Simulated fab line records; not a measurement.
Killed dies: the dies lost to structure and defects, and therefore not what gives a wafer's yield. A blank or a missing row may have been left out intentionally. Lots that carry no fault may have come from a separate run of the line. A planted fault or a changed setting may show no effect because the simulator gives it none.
3 desks looking at one fault ; flow n5 finfet ; what lay behind the numbers comes last; until then each desk has only its own

## DESK OF THE TOOL OWNER: rie diel-01
The tool's own readings at N5_BEOL_M12_ETCH_38 (etches SiCN in CF4/N2, target depth 68.7 nm, time 73.4 s): means of the sampled wafers that have a number, for each lot that ran on this tool. The brackets show how far a lot's mean lies from the usual mean; more than 4 standard deviations puts the lot out of limits, marked OUT.
Columns: A = drypump motor current A at N5_BEOL_M12_ETCH_38, usual 5.9 A; B = oes product au at N5_BEOL_M12_ETCH_38, usual 0.79 a.u.; C = rf vpp V at N5_BEOL_M12_ETCH_38, usual 382.2 V; D = showerhead plenum p Torr at N5_BEOL_M12_ETCH_38, usual 2.20 Torr; E = throttle valve pct at N5_BEOL_M12_ETCH_38, usual 15.41 %
lot;first seen here;A;B;C;D;E
L678;day 11 09:52;6.0;0.81;382.0;2.21;15.42
L687;day 13 21:49;6.0;0.78;382.9;2.20;15.47
L695;day 15 23:32;6.4;0.72;382.8;2.20;15.42
L697;day 16 15:16;5.8;0.75;383.4;2.24;15.34
Result from this desk: across the 4 lots, nothing is out of limits.

## FROM THE METROLOGY DESK
Means of the sampled wafers that have a number, per lot and without regard to the tool the lot ran on: this is what the gauges read. The brackets show how far a lot's mean lies from the usual mean; more than 4 standard deviations puts the lot out of limits, marked OUT.
Columns: A = cd nm at N5_BEOL_M12_CD_MEAS_28, usual 159.1 nm; B = M12_OVL at N5_BEOL_M12_OVL_MEAS_29, usual 0 nm; C = trench depth nm at N5_BEOL_M12_OCD_MEAS_35, usual 318 nm; D = M12_THK at N5_BEOL_M12_THK_MEAS_50, usual 325 nm
lot;first seen here;A;B;C;D
L678;day 11 08:52;159.6;9;316;325
L687;day 13 15:11;156.9;3;320;328
L695;day 15 20:14;159.5;0;319;326
L698;day 16 08:42;160.0;-1;320;326
L699;day 16 09:11;159.7;2;321;328
L697;day 16 12:07;158.7;2;314;323
Result from this desk: across the 6 lots, nothing is out of limits.

## THE DEFECT DESK
What the inspections along the route counted, lot by lot: means of the sampled wafers that have a number. The brackets show how far a lot's mean lies from the usual mean; more than 4 standard deviations puts the lot out of limits, marked OUT.
Columns: A = raw defect count at N5_BEOL_M12_INSPECT_30, usual 2.2
lot;first seen here;A
L678;day 11 08:56;2.3
L687;day 13 15:15;2.0
L695;day 15 20:17;2.7
L698;day 16 08:45;3.7
L699;day 16 09:14;2.3
L697;day 16 12:11;1.7
Result from this desk: across the 6 lots, nothing is out of limits.

## TAKEN TOGETHER
The tool owner's desk saw nothing out of limits.
From the metrology desk's view, nothing was out of limits.
Nothing out of limits was seen by the defect desk.

## WHAT THE SIMULATOR PUT IN
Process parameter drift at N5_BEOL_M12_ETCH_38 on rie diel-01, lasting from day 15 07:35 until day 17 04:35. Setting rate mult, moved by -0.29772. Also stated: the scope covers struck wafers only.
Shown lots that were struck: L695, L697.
